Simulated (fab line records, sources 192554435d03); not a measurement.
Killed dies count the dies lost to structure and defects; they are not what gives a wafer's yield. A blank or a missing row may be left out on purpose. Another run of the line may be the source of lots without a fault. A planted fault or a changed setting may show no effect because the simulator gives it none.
Chamber matching + flow n5_finfet + rie_diel-04 running N5_BEOL_M1_STRIP_66: 3 sister chambers
The step strips in CF4. 16 wafers are shown with their chamber, then 7 later ones without.

## WAFERS WITH THEIR CHAMBER
| wafer  | chamber | showerhead_plenum_p_Torr (Torr) | throttle_valve_pct (%) | oes_product_au (a.u.) |
|--------|---------|---------------------------------|------------------------|-----------------------|
| L076.1 | 1       | 1.77                            | 13.83                  | 0.69                  |
| L076.3 | 0       | 1.69                            | 13.90                  | 0.69                  |
| L076.6 | 1       | 1.78                            | 13.84                  | 0.69                  |
| L078.3 | 3       | 1.83                            | 13.22                  | 0.84                  |
| L078.4 | 3       | 1.83                            | 13.21                  | 0.85                  |
| L078.5 | 1       | 1.77                            | 13.85                  | 0.68                  |
| L082.1 | 3       | 1.83                            | 13.23                  | 0.84                  |
| L082.2 | 0       | 1.69                            | 13.93                  | 0.69                  |
| L082.4 | 3       | 1.82                            | 13.25                  | 0.84                  |
| L084.1 | 0       | 1.69                            | 13.94                  | 0.69                  |
| L084.2 | 1       | 1.77                            | 13.86                  | 0.68                  |
| L084.6 | 0       | 1.69                            | 13.94                  | 0.68                  |
| L088.2 | 3       | 1.82                            | 13.26                  | 0.82                  |
| L088.3 | 1       | 1.77                            | 13.88                  | 0.67                  |
| L088.5 | 1       | 1.77                            | 13.89                  | 0.67                  |
| L092.3 | 3       | 1.82                            | 13.28                  | 0.81                  |

SIGNATURES, as means of the wafers listed above
| reading                  | chamber 0 | chamber 1 | chamber 3 | scatter within a chamber |
|--------------------------|-----------|-----------|-----------|--------------------------|
| showerhead_plenum_p_Torr | 1.6900    | 1.7717    | 1.8250    | 0.00424                  |
| throttle_valve_pct       | 13.9275   | 13.8583   | 13.2417   | 0.0236                   |
| oes_product_au           | 0.6875    | 0.6800    | 0.8333    | 0.0111                   |
Rule: for a wafer and a chamber, the distance is found by dividing, reading by reading, the gap between the wafer's reading and the chamber's mean by the reading's scatter, squaring, summing and taking the root. If the next closest chamber is less than 2 further off than the closest, the wafer can't be placed; otherwise it belongs to the closest. How the scatter is found: for the shown wafers, subtract from each reading the mean of its chamber, square and add these, divide the total by (wafers less chambers), then take the root.

## WAFERS WITHOUT THEIR CHAMBER
| wafer  | showerhead_plenum_p_Torr (Torr) | throttle_valve_pct (%) | oes_product_au (a.u.) |
|--------|---------------------------------|------------------------|-----------------------|
| L092.4 | 1.82                            | 13.29                  | 0.81                  |
| L092.6 | 1.77                            | 13.89                  | 0.67                  |
| L093.1 | 1.76                            | 13.90                  | 0.66                  |
| L093.4 | 1.76                            | 13.91                  | 0.66                  |
| L096.2 | 1.82                            | 13.32                  | 0.80                  |
| L096.3 | 1.90                            | 13.36                  | 0.96                  |
| L096.4 | 1.82                            | 13.31                  | 0.79                  |

## EACH ONE'S CHAMBER
| wafer  | from the rows above | in truth                   |
|--------|---------------------|----------------------------|
| L092.4 | 3                   | 3                          |
| L092.6 | 1                   | 1                          |
| L093.1 | 1                   | 1                          |
| L093.4 | 1                   | 1                          |
| L096.2 | 3                   | 3                          |
| L096.3 | 3                   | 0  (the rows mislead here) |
| L096.4 | 3                   | 3                          |
Correct placement for 6 of the 7. Not placeable from these rows: 0. Placed wrongly: 1.
